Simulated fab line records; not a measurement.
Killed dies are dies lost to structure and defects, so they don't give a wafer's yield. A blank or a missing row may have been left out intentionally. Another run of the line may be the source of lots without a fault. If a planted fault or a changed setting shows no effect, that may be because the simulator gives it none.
Matching of chambers || flow n5Finfet || N5_PMOS_HMC_CHANNEL_EPI_HM_DEP_34 on pecvd-04 has 3 sister chambers
The step deposits SiO2 from TEOS/O2, target thk 36 nm, time 6.9 s. 3 wafers are shown with their chamber, then 12 later ones without.

WAFERS PAIRED WITH THEIR CHAMBERS
{"wafer": "L082.4", "chamber": 0, "showerheadPlenumPTorr (Torr)": 8.29}
{"wafer": "L082.5", "chamber": 1, "showerheadPlenumPTorr (Torr)": 8.39}
{"wafer": "L082.6", "chamber": 2, "showerheadPlenumPTorr (Torr)": 8.31}

WAFERS WITH NO CHAMBER GIVEN
{"wafer": "L084.2", "showerheadPlenumPTorr (Torr)": 8.40}
{"wafer": "L084.3", "showerheadPlenumPTorr (Torr)": 8.32}
{"wafer": "L084.6", "showerheadPlenumPTorr (Torr)": 8.39}
{"wafer": "L085.1", "showerheadPlenumPTorr (Torr)": 8.30}
{"wafer": "L085.2", "showerheadPlenumPTorr (Torr)": 8.31}
{"wafer": "L085.3", "showerheadPlenumPTorr (Torr)": 8.38}
{"wafer": "L091.2", "showerheadPlenumPTorr (Torr)": 8.30}
{"wafer": "L091.3", "showerheadPlenumPTorr (Torr)": 8.40}
{"wafer": "L091.6", "showerheadPlenumPTorr (Torr)": 8.39}
{"wafer": "L092.1", "showerheadPlenumPTorr (Torr)": 8.28}
{"wafer": "L092.2", "showerheadPlenumPTorr (Torr)": 8.42}
{"wafer": "L092.5", "showerheadPlenumPTorr (Torr)": 8.39}

WHICH CHAMBER EACH WENT THROUGH
{"wafer": "L084.2", "from the rows above": 1, "in truth": 1}
{"wafer": "L084.3", "from the rows above": "can't be placed: 2 or 0", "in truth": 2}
{"wafer": "L084.6", "from the rows above": 1, "in truth": 1}
{"wafer": "L085.1", "from the rows above": "can't be placed: 2 or 0", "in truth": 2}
{"wafer": "L085.2", "from the rows above": "can't be placed: 2 or 0", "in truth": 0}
{"wafer": "L085.3", "from the rows above": 1, "in truth": 1}
{"wafer": "L091.2", "from the rows above": "can't be placed: 2 or 0", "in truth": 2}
{"wafer": "L091.3", "from the rows above": 1, "in truth": 1}
{"wafer": "L091.6", "from the rows above": 1, "in truth": 1}
{"wafer": "L092.1", "from the rows above": "can't be placed: 0 or 2", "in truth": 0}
{"wafer": "L092.2", "from the rows above": 1, "in truth": 1}
{"wafer": "L092.5", "from the rows above": 1, "in truth": 1}
Correctly placed: 7 of 12. These rows do not allow placing 5 (true chamber among the candidates in 5). Number placed wrongly: 0.
How it was worked out, from the rows above alone: a wafer's distance from a chamber is the root of the sum, over the readings, of the square of ((its reading less the chamber's mean) divided by the reading's scatter). If the next closest chamber is less than 2 further off than the closest, the wafer can't be placed; otherwise it belongs to the closest. For every chamber, the mean is computed from those of its wafers that are shown. The scatter (one wafer shown for each chamber): square how far every hidden wafer sits from the nearest shown wafer, average those squares and take the square root.
